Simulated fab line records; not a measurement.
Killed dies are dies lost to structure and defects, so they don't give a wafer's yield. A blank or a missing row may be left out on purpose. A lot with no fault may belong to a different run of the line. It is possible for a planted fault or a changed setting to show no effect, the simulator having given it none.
Matching of chambers | flow n5_finfet | N5_GATE_CUT_STRIP_42 on rie_diel-01 has 4 sister chambers
The step strips in O2. 14 wafers are shown with their chamber, then 7 later ones without.

EACH WAFER AND ITS CHAMBER
wafer  | chamber | drypump_motor_current_A (A) | showerhead_plenum_p_Torr (Torr) | throttle_valve_pct (%)
L075.2 | 0       | 5.4                         | 2.07                            | 17.00
L075.4 | 0       | 5.4                         | 2.06                            | 17.00
L075.5 | 2       | 5.7                         | 2.14                            | 16.79
L076.4 | 2       | 5.7                         | 2.13                            | 16.81
L076.5 | 1       | 5.7                         | 1.99                            | 16.91
L076.6 | 2       | 5.7                         | 2.13                            | 16.79
L082.1 | 3       | 6.1                         | 2.15                            | 16.44
L082.3 | 2       | 5.7                         | 2.13                            | 16.82
L082.6 | 1       | 5.6                         | 1.99                            | 16.96
L085.1 | 0       | 5.4                         | 2.06                            | 16.57
L085.2 | 2       | 5.7                         | 2.13                            | 16.85
L085.6 | 0       | 5.4                         | 2.06                            | 16.57
L090.3 | 1       | 5.6                         | 1.98                            | 16.97
L090.5 | 1       | 5.6                         | 1.98                            | 16.98

SIGNATURES (means of the wafers above)
reading                  | chamber 0 | chamber 1 | chamber 2 | chamber 3 | scatter within a chamber
drypump_motor_current_A  | 5.400     | 5.625     | 5.700     | 6.100     | 0.0274
showerhead_plenum_p_Torr | 2.0625    | 1.9850    | 2.1320    | 2.1500    | 0.00505
throttle_valve_pct       | 16.7850   | 16.9550   | 16.8120   | 16.4400   | 0.138
Rule: a wafer's distance from a chamber is the root of the sum, over the readings, of the square of ((its reading less the chamber's mean) divided by the reading's scatter). If the next closest chamber is less than 2 further off than the closest, the wafer can't be placed; otherwise it belongs to the closest. The scatter: the root of (the sum of the squares of (reading less its chamber's mean) over the shown wafers, divided by (wafers less chambers)).

WAFERS WHOSE CHAMBER IS MISSING
wafer  | drypump_motor_current_A (A) | showerhead_plenum_p_Torr (Torr) | throttle_valve_pct (%)
L090.6 | 5.7                         | 2.13                            | 16.83
L093.1 | 6.1                         | 2.14                            | 16.49
L093.4 | 5.6                         | 1.98                            | 16.97
L093.5 | 5.6                         | 1.98                            | 16.98
L094.1 | 5.6                         | 1.98                            | 16.98
L094.5 | 6.1                         | 2.14                            | 16.48
L094.6 | 5.4                         | 2.06                            | 16.59

THE CHAMBER EACH PASSED THROUGH
wafer  | from the rows above | in truth
L090.6 | 2                   | 2
L093.1 | 3                   | 3
L093.4 | 1                   | 1
L093.5 | 1                   | 1
L094.1 | 1                   | 1
L094.5 | 3                   | 3
L094.6 | 0                   | 0
7 of 7 placed correctly. Left unplaced by these rows: 0. Placed wrongly: 0.
